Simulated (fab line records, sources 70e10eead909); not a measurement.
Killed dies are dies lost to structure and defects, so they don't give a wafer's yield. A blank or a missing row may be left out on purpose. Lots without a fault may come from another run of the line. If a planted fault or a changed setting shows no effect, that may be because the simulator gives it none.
Which tool did it? + flow nand-harc + 6 lots, 18 wafers sampled, at 5 steps of a route of 1159

WHAT THE GAUGES SHOWED, per wafer
NHARC_END_SORT_01.
lot + measured + on + killed-at-array

WHAT TOOL EACH LOT RAN ON (gives the tool, then ch and the chambers of the sampled wafers, and finally the start)
| lot  | NHARC_P_CONTACT_CMP_01       | NHARC_P_CONTACT_ETCH_35           | NHARC_P_CONTACT_ETCH_31                      | NHARC_P_CONTACT_ALD_22             |
|------|------------------------------|-----------------------------------|----------------------------------------------|------------------------------------|
| L435 | cmp-02 ch 2,3, day 5 23:22   | rie-diel-08 ch 0,2, day 6 00:29   | rie-diel-08 ch 0,2, day 6 02:25 or earlier   | ald-metal-01 ch 2,3, day 6 02:25   |
| L438 | cmp-04 ch 0,1, day 6 14:54   | rie-diel-02 ch 2,3, day 6 16:01   | rie-diel-02 ch 1,2, day 6 17:53 or earlier   | ald-metal-01 ch 1,2, day 6 17:53   |
| L443 | cmp-02 ch 0,1,2, day 7 18:02 | rie-diel-02 ch 1,2,3, day 7 19:07 | rie-diel-02 ch 2,3, day 7 21:08 or earlier   | ald-metal-01 ch 0,1,2, day 7 21:08 |
| L445 | cmp-02 ch 1,3, day 8 07:16   | rie-diel-08 ch 1,2,3, day 8 08:21 | rie-diel-08 ch 0,1,2, day 8 10:09 or earlier | ald-metal-01 ch 1,2,3, day 8 10:09 |
| L452 | cmp-01 ch 1,3, day 9 15:15   | rie-diel-10 ch 0,1,3, day 9 16:13 | rie-diel-10 ch 1,2,3, day 9 17:56 or earlier | ald-metal-02 ch 0,2, day 9 17:56   |
| L457 | cmp-02 ch 0,1, day 11 13:49  | rie-diel-08 ch 0,1, day 11 14:53  | rie-diel-08 ch 0,3, day 11 16:44 or earlier  | ald-metal-03 ch 1,2, day 11 16:44  |
- NHARC_P_CONTACT_CMP_01: polishes SiO2, target thk 200 nm.
- NHARC_P_CONTACT_ETCH_35: etches the open film in CF4, target depth 39 nm, time 65 s.
- NHARC_P_CONTACT_ETCH_31: etches the open film in CH3F/O2, target depth 30 nm, time 85.7 s.
- NHARC_P_CONTACT_ALD_22: deposits TiN, target thk 3 nm, pulse time 1 s, ald cycles 150.

THE ANSWER, worked out from the rows above alone
Rule: usual is defined by the lots themselves. Put in order of their means at a reading, lots are off if they are a third of the lots or fewer, leave a main group of 4 or more, and stand apart from it by a gap of 3 or more times the standard deviation of the main group's means; of several such gaps the widest counts. If all means in a main group match to the digits the tables above print for the reading, that group is not used. Also off: a lot with no number at a reading for which 4 or more lots have one. The other lots that the step has rows for count as sound.
No lot is off on any of the readings shown, so nothing can be concluded from this.

WHAT WAS PUT IN BY THE SIMULATOR
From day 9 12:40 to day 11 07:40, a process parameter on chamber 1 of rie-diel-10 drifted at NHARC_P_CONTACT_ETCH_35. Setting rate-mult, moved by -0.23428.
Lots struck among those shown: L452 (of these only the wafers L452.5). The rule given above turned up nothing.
